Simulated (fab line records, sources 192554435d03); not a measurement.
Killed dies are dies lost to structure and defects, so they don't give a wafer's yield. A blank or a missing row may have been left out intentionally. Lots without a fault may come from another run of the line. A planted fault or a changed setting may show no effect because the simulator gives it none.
Which tool is to blame? + flow n5-finfet + Sampling: 7 lots, 20 wafers, 3 of 1938 route steps

WHAT EACH GAUGE READ, for each wafer
N5_BEOL_M12_OCD_MEAS_35.
| lot  | measured     | on     | trench-depth-nm (nm) |
|------|--------------|--------|----------------------|
| L619 | day 12 10:59 | ocd-01 | 314 319 319          |
| L624 | day 12 23:53 | ocd-02 | 318 314              |
| L630 | day 14 10:26 | ocd-01 | 255 317 318          |
| L634 | day 15 17:43 | ocd-01 | 313 256 318          |
| L636 | day 16 05:35 | ocd-01 | 316 315 318          |
| L640 | day 17 10:25 | ocd-02 | 325 322 322          |
| L641 | day 17 11:03 | ocd-01 | 319 316 314          |

TOOL THAT RAN EACH LOT (tool first, then ch and the chambers of the sampled wafers, then the start)
| lot  | N5_BEOL_M11_SURFACE_TREAT_76 | N5_BEOL_M12_TRENCH_ETCH_34         |
|------|------------------------------|------------------------------------|
| L619 | pvd-sputter-01, day 12 07:26 | rie-diel-03 ch 0,1,3, day 12 10:49 |
| L624 | pvd-sputter-01, day 12 19:37 | rie-diel-03 ch 0, day 12 23:44     |
| L630 | pvd-sputter-01, day 14 06:38 | rie-diel-03 ch 0,2,3, day 14 10:17 |
| L634 | pvd-sputter-03, day 15 14:11 | rie-diel-03 ch 0,1, day 15 17:34   |
| L636 | pvd-sputter-01, day 16 00:58 | rie-diel-01 ch 0,2,3, day 16 05:25 |
| L640 | pvd-sputter-02, day 17 07:11 | rie-diel-06 ch 2,3, day 17 10:16   |
| L641 | pvd-sputter-02, day 17 07:19 | rie-diel-01 ch 0,1,3, day 17 10:54 |
- N5_BEOL_M11_SURFACE_TREAT_76
- N5_BEOL_M12_TRENCH_ETCH_34: etches SiOC in C4F8/O2/Ar, target depth 318.95 nm, time 125.5 s.

THE ANSWER, worked out from the rows above alone
Rule: the usual values come from the lots themselves. Put in order of their means at a reading, lots are off if they are a third of the lots or fewer, leave a main group of 4 or more, and stand apart from it by a gap of 3 or more times the standard deviation of the main group's means; of several such gaps the widest counts. A main group is skipped when, at the precision printed for the reading in the tables above, its means are all equal. A lot without any number at a reading at which 4 lots or more have one is off too. All remaining lots with rows at the step are treated as sound.
Off: L630, L634, at N5_BEOL_M12_OCD_MEAS_35 (trench-depth-nm). For the main group the mean is 318 nm and the standard deviation 2.6.
If a tool, at a process step before that reading, ran all the lots that are off and no sound lot after the first of them, it fits. Gauges at N5_BEOL_M12_OCD_MEAS_35: tried the same way as those tools. One fits: N5_BEOL_M12_TRENCH_ETCH_34 on rie-diel-03. Its last sound lot is L624 (day 12 23:44), its first lot that is off L630 (day 14 10:17): a fault that began between those two fits.

WHAT THE SIMULATOR HAD PUT IN
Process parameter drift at N5_BEOL_M12_TRENCH_ETCH_34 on rie-diel-03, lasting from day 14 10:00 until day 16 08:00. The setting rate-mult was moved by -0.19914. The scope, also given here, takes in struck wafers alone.
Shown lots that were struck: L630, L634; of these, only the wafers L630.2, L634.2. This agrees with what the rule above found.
